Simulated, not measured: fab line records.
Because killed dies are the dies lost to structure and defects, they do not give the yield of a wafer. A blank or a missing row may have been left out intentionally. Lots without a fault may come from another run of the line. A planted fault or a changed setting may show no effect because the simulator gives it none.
Which of the tools did it?    flow n5 finfet    Sampling: 12 lots, 36 wafers, 2 of 1938 route steps

## WHAT EACH GAUGE READ, for each wafer
N5_WELL_APT_OVL_MEAS_26.
lot   measured     on          PWELL_OVL (nm)
L075  day 1 20:58  overlay-02  -6 -2 2
L077  day 2 09:03  overlay-02  0 5 1
L079  day 2 21:20  overlay-02  -1 -8 -3
L081  day 3 09:01  overlay-02  10 7 5
L083  day 3 20:56  overlay-01  8 10 5
L085  day 4 09:16  overlay-01  -6 1 -2
L087  day 4 21:17  overlay-02  1 -1 -1
L089  day 5 09:01  overlay-01  10 -8 7
L091  day 5 20:58  overlay-02  5 12 13
L093  day 6 09:14  overlay-02  0 4 -3
L095  day 6 20:50  overlay-02  -11 -9 -13
L097  day 7 09:02  overlay-01  -2 -2 4

## WHAT TOOL EACH LOT RAN ON (gives the tool, then ch and the chambers of the sampled wafers, and finally the start)
lot   N5_ZERO_LAYER_ETCH_17
L075  rie diel-03 ch 0,1,2, day 1 18:50
L077  rie diel-04 ch 1,2,3, day 2 06:53
L079  rie diel-04 ch 1,2,3, day 2 18:43
L081  rie diel-04 ch 0,2, day 3 06:53
L083  rie diel-03 ch 1,2,3, day 3 18:50
L085  rie diel-04 ch 0,1,2, day 4 06:51
L087  rie diel-05 ch 0,1,3, day 4 18:49
L089  rie diel-04 ch 2,3, day 5 06:53
L091  rie diel-05 ch 1,2, day 5 18:58
L093  rie diel-04 ch 0,1, day 6 06:56
L095  rie diel-04 ch 0,1,3, day 6 18:43
L097  rie diel-05 ch 1,2,3, day 7 06:50
- N5_ZERO_LAYER_ETCH_17: etches SiO2 in CF4, target depth 12 nm, time 13.3 s.

## THE ANSWER, worked out from the rows above alone
Rule: the usual values come from the lots themselves. The widest of any qualifying gaps counts: lots, ordered by their means at a reading, are off when they make up no more than a third of the lots, leave a main group of 4 or more, and stand apart from it by 3 or more times the standard deviation of that group's means. A main group whose means are all the same, to the digits that the tables above print for the reading, isn't used. Also off: a lot with no number at a reading for which 4 or more lots have one. The other lots that the step has rows for count as sound.
None of the lots is off at any reading shown; this tells nothing.

## WHAT THE SIMULATOR HAD PUT IN
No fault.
